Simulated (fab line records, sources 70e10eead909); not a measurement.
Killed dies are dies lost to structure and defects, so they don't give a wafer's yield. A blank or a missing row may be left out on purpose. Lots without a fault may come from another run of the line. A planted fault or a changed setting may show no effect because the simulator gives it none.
Which tool did it? | flow nand_harc | 11 lots, 33 wafers sampled, at 5 steps of a route of 1159

WHAT THE GAUGES READ, wafer by wafer
NHARC_END_SORT_01.
lot  | measured     | on        | defect_limited_yield (%)
L459 | day 22 00:25 | prober-01 | 0 0 0
L461 | day 22 04:19 | prober-02 | 0 0 0
L466 | day 23 19:23 | prober-01 | 90.7 90.7 93.2

WHICH TOOL RAN EACH LOT (tool, then ch and the chambers of the sampled wafers, then the start)
lot  | NHARC_A_M1_PVD_21                       | NHARC_A_M1_ANNEAL_31             | NHARC_A_BONDPAD_ETCH_24                       | NHARC_A_BONDPAD_PVD_27
L450 | pvd_sputter-01, day 17 22:47 or earlier | rtp_anneal-02 ch 0, day 17 22:47 | rie_diel-04 ch 0,1,3, day 18 03:08 or earlier | pvd_sputter-01, day 18 03:08
L454 | pvd_sputter-02, day 18 04:20 or earlier | rtp_anneal-02 ch 0, day 18 04:20 | rie_diel-04 ch 0,1,3, day 18 08:35 or earlier | pvd_sputter-03, day 18 08:35
L452 | pvd_sputter-02, day 18 09:32 or earlier | rtp_anneal-01 ch 0, day 18 09:32 | rie_diel-04 ch 1,2, day 18 13:50 or earlier   | pvd_sputter-03, day 18 13:50
L453 | pvd_sputter-01, day 18 14:14 or earlier | rtp_anneal-01 ch 0, day 18 14:14 | rie_diel-04 ch 1,3, day 18 18:46 or earlier   | pvd_sputter-01, day 18 18:46
L459 | pvd_sputter-02, day 20 15:20 or earlier | rtp_anneal-01 ch 0, day 20 15:20 | rie_diel-04 ch 1,2,3, day 20 19:40 or earlier | pvd_sputter-02, day 20 19:40
L461 | pvd_sputter-03, day 20 17:29 or earlier | rtp_anneal-01 ch 0, day 20 17:29 | rie_diel-04 ch 1,2,3, day 20 21:34 or earlier | pvd_sputter-01, day 20 21:34
L466 | pvd_sputter-03, day 22 00:03 or earlier | rtp_anneal-01 ch 0, day 22 00:03 | rie_diel-04 ch 0,2, day 22 04:09 or earlier   | pvd_sputter-03, day 22 04:09
L471 | pvd_sputter-02, day 22 13:54 or earlier | rtp_anneal-02 ch 0, day 22 13:54 | rie_diel-04 ch 0,1, day 22 18:25 or earlier   | pvd_sputter-02, day 22 18:25
L469 | pvd_sputter-01, day 22 21:26 or earlier | rtp_anneal-02 ch 0, day 22 21:26 | rie_diel-07 ch 1,3, day 23 01:29 or earlier   | pvd_sputter-01, day 23 01:29
L472 | pvd_sputter-02, day 23 07:04 or earlier | rtp_anneal-02 ch 0, day 23 07:04 | rie_diel-04 ch 2,3, day 23 11:04 or earlier   | pvd_sputter-01, day 23 11:04
L473 | pvd_sputter-03, day 23 17:10 or earlier | rtp_anneal-01 ch 0, day 23 17:10 | rie_diel-07 ch 2,3, day 23 21:17 or earlier   | pvd_sputter-02, day 23 21:17
- NHARC_A_M1_PVD_21: deposits Cu, target thk 30 nm, time 20.49 s.
- NHARC_A_M1_ANNEAL_31: time 90 s.
- NHARC_A_BONDPAD_ETCH_24: etches the open film in CF4/N2, target depth 30 nm, time 72.99 s.
- NHARC_A_BONDPAD_PVD_27: deposits Cu, target thk 30 nm, time 20.49 s.

THE ANSWER, worked out from the rows above alone
Rule: what is usual is taken from the lots themselves. Put in order of their means at a reading, lots are off if they are a third of the lots or fewer, leave a main group of 4 or more, and stand apart from it by a gap of 3 or more times the standard deviation of the main group's means; of several such gaps the widest counts. A main group whose means are all the same, to the digits that the tables above print for the reading, isn't used. A lot without any number at a reading at which 4 lots or more have one is off too. The other lots that the step has rows for count as sound.
No lot is off at any reading shown: from this, nothing can be told.

WHAT THE SIMULATOR HAD PUT IN
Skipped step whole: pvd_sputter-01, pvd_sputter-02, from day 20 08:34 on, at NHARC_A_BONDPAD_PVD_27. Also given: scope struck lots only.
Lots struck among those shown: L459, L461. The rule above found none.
